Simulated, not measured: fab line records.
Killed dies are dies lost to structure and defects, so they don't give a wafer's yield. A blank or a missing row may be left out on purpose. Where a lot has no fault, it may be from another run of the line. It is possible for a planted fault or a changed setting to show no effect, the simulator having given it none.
The same fault as seen by 2 desks / flow n5-finfet / what lay behind the numbers comes last; until then each desk has only its own

AT THE METROLOGY DESK
Lot by lot, what the gauges showed, no matter which tool ran the lot: averages of those sampled wafers that carry a number. Marked OUT: a lot whose mean sits more than 4 standard deviations from the usual mean, which makes it out of limits; the brackets give that distance.
Columns: A = cd-nm at N5_BEOL_M9_CD_MEAS_35, usual 70.2 nm
lot=L203; first seen here=day 9 18:23; A=70.4
lot=L202; first seen here=day 10 05:46; A=71.4
lot=L204; first seen here=day 10 05:50; A=70.1
lot=L205; first seen here=day 10 22:08; A=70.8
lot=L209; first seen here=day 11 15:34; A=70.5
lot=L211; first seen here=day 12 15:35; A=70.2
lot=L212; first seen here=day 12 16:00; A=70.6
lot=L216; first seen here=day 13 04:14; A=70.3
lot=L223; first seen here=day 15 09:08; A=70.0
lot=L222; first seen here=day 15 09:41; A=71.4
lot=L224; first seen here=day 15 15:05; A=70.1
lot=L225; first seen here=day 15 17:33; A=70.6
This desk found nothing out of limits on any of the 12 lots.

THE TOOL OWNER'S DESK: wet-bench-04
The tool's own readings at N5_BEOL_M9_HM_STRIP_39 (strips TiN in peroxide tin strip, target depth 25 nm, time 158 s): means of the sampled wafers that have a number, for each lot that ran on this tool. Marked OUT: a lot whose mean sits more than 4 standard deviations from the usual mean, which makes it out of limits; the brackets give that distance.
Columns: A = bath-guard-temp-C at N5_BEOL_M9_HM_STRIP_39, usual 50.0 C; B = run-length-s at N5_BEOL_M9_HM_STRIP_39, usual 164.7 s
lot=L203; first seen here=day 9 18:16; A=50.0; B=163.8
lot=L205; first seen here=day 10 22:01; A=50.0; B=163.4
lot=L211; first seen here=day 12 15:27; A=50.1; B=163.5
lot=L212; first seen here=day 12 15:53; A=49.9; B=187.6 (+8.2) OUT
lot=L216; first seen here=day 13 04:07; A=50.2; B=187.7 (+8.2) OUT
This desk's finding: out of limits on L212, L216; first on L212, day 12 15:53 (run-length-s at N5_BEOL_M9_HM_STRIP_39). L203, L205, L211: within limits.

PUT TOGETHER
The tool owner's desk had the chance to raise an alarm at day 12 15:53 on L212, L216.
At the metrology desk, nothing out of limits was observed.
The metrology desk has L212, L216 on record, within its limits.
On wet-bench-04, each named lot ran N5_BEOL_M9_HM_STRIP_39.

WHAT THE SIMULATOR HAD INSERTED
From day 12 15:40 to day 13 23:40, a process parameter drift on wet-bench-04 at N5_BEOL_M9_HM_STRIP_39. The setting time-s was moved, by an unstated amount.
Lots struck among those shown: L212, L216.
Time in hours from fault onset to the first out-of-limits reading at each desk: the tool owner's desk, 0.
